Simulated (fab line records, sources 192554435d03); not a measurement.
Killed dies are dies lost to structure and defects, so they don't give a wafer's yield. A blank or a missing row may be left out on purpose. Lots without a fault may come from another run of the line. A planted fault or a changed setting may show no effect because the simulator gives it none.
Split-lot experiment | flow n5_finfet | 7 lots, 39 wafers read, on a route of 1938 steps

THE SPLIT
At N5_BEOL_M11_VIA_ETCH_34 (etches SiCOH lowk in C4F6/O2, target depth 184.5 nm, time 69.2 s), the setting time_s was moved away from the recipe's 69.2 s on 12 of the 39 wafers read, by -59.1% to +38.9%. The other wafers ran this setting at the recipe's value.

The reading is taken at the split's own step.

THE READING
SOC_of_BEOL_M11_COAT_63.thk_nm (the simulator's own value, which no gauge read), in nm, at N5_BEOL_M11_VIA_ETCH_34 (etches SiCOH lowk in C4F6/O2, target depth 184.5 nm, time 69.2 s). The file gives no usual value for it. The 27 wafers here that ran the recipe average 92.0 nm, standard deviation 0.35 nm.

wafer  | tool, chamber at the split | time_s as run, s | against the recipe | SOC_of_BEOL_M11_COAT_63.thk_nm, nm | against lot-mates on the recipe
L079.2 | rie_diel-04, 2             | 69.2             | recipe             | 92                                 | -
L079.4 | rie_diel-04, 2             | 69.2             | recipe             | 92                                 | -
L079.6 | rie_diel-04, 3             | 69.2             | recipe             | 92                                 | -
L082.1 | rie_diel-03, 1             | 88.88            | +28.4%             | 89.2                               | -2.5
L082.2 | rie_diel-03, 2             | 69.2             | recipe             | 92                                 | -
L082.3 | rie_diel-03, 0             | 69.2             | recipe             | 91.8                               | -
L082.4 | rie_diel-03, 3             | 88.88            | +28.4%             | 89.2                               | -2.5
L082.5 | rie_diel-03, 3             | 69.2             | recipe             | 91.4                               | -
L082.6 | rie_diel-03, 2             | 88.88            | +28.4%             | 89.6                               | -2.1
L084.1 | rie_diel-02, 1             | 69.2             | recipe             | 91.2                               | -
L084.2 | rie_diel-02, 2             | 40.86            | -41.0%             | 94.4                               | +3.0
L084.3 | rie_diel-02, 3             | 40.86            | -41.0%             | 94.4                               | +3.0
L084.4 | rie_diel-02, 0             | 69.2             | recipe             | 91.6                               | -
L084.5 | rie_diel-02, 0             | 40.86            | -41.0%             | 95                                 | +3.6
L084.6 | rie_diel-02, 1             | 69.2             | recipe             | 91.4                               | -
L089.1 | rie_diel-03, 1             | 69.2             | recipe             | 92.2                               | -
L089.2 | rie_diel-03, 0             | 28.3             | -59.1%             | 97                                 | +4.6
L089.3 | rie_diel-03, 2             | 28.3             | -59.1%             | 96.8                               | +4.4
L089.4 | rie_diel-03, 3             | 28.3             | -59.1%             | 96.8                               | +4.4
L089.5 | rie_diel-03, 1             | 69.2             | recipe             | 92.4                               | -
L089.6 | rie_diel-03, 0             | 69.2             | recipe             | 92.6                               | -
L090.1 | rie_diel-02, 2             | 69.2             | recipe             | 92.4                               | -
L090.2 | rie_diel-02, 1             | 69.2             | recipe             | 92.2                               | -
L090.3 | rie_diel-02, 0             | 69.2             | recipe             | 92.4                               | -
L090.4 | rie_diel-02, 3             | 69.2             | recipe             | 92.2                               | -
L090.5 | rie_diel-02, 1             | 69.2             | recipe             | 92.2                               | -
L090.6 | rie_diel-02, 2             | 69.2             | recipe             | 92.4                               | -
L096.1 | rie_diel-02, 1             | 69.2             | recipe             | 92.2                               | -
L096.2 | rie_diel-02, 3             | 69.2             | recipe             | 91.8                               | -
L096.3 | rie_diel-02, 2             | 69.2             | recipe             | 91.6                               | -
L096.4 | rie_diel-02, 0             | 69.2             | recipe             | 92                                 | -
L096.5 | rie_diel-02, 2             | 69.2             | recipe             | 91.8                               | -
L096.6 | rie_diel-02, 1             | 69.2             | recipe             | 91.8                               | -
L097.1 | rie_diel-04, 0             | 96.15            | +38.9%             | 89                                 | -2.7
L097.2 | rie_diel-04, 3             | 69.2             | recipe             | 91.4                               | -
L097.3 | rie_diel-04, 1             | 96.15            | +38.9%             | 88.8                               | -2.9
L097.4 | rie_diel-04, 2             | 69.2             | recipe             | 91.8                               | -
L097.5 | rie_diel-04, 2             | 69.2             | recipe             | 92                                 | -
L097.6 | rie_diel-04, 1             | 96.15            | +38.9%             | 88.8                               | -2.9

THE FIT
A straight line over all 39 wafers: SOC_of_BEOL_M11_COAT_63.thk_nm changes by -0.0794 nm for each +1% of time_s; r = -0.98; the points scatter about the line by 0.38 nm.
The same after taking each lot's own level away (the mean of its wafers on the recipe; 39 wafers): -0.0767 nm for each +1%; r = -0.99; scatter 0.2 nm.
On that fit, the largest move of time_s shifts the reading by 4.5 nm.
The lots' own levels span 91.40 to 92.40 nm, that is 2.8 times the standard deviation above.
So the lot-to-lot level changes the slope little: the two slopes agree.
Check: with one of the wafers moved furthest among these (-59.1%) left out of the fit, the line predicts +4.51 nm for it against its lot-mates. It came out at +4.6 nm against them.

OTHER SPLITS ON THESE WAFERS
These wafers also went through other splits before the reading. Each is held against what the fit with the lots' levels taken away leaves over:
other split on the same wafers             | wafers away from the commonest value | r with SOC_of_BEOL_M11_COAT_63.thk_nm (lot level and that fit taken away)
N5_BEOL_M0_SAQP_CUT_ETCH_46 target_depth_a | 9                                    | +0.25
N5_BEOL_M3_VIA_ETCH_34 time_s              | 12                                   | +0.09
N5_BEOL_M5_DEP_56 target_thk_a             | 12                                   | -0.12

THE WHOLE CHAIN: every reading that the file lists as answering this split, in the file's order
step                    | what it does                                                     | reading                                                                         | change (the file's fit)                | r (the file's)
N5_BEOL_M11_VIA_ETCH_34 | etches SiCOH lowk in C4F6/O2, target depth 184.5 nm, time 69.2 s | etch.depth_nm (the simulator's own value, which no gauge read)                  | +1.79 nm for each +1% of the setting   | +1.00
N5_BEOL_M11_VIA_ETCH_34 | etches SiCOH lowk in C4F6/O2, target depth 184.5 nm, time 69.2 s | SOC_of_BEOL_M11_COAT_63.thk_nm (the simulator's own value, which no gauge read) | -0.0767 nm for each +1% of the setting | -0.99

THE FILE'S OWN FIT
SOC_of_BEOL_M11_COAT_63.thk_nm changes by -0.0767 nm for each +1% of time_s, r = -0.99.
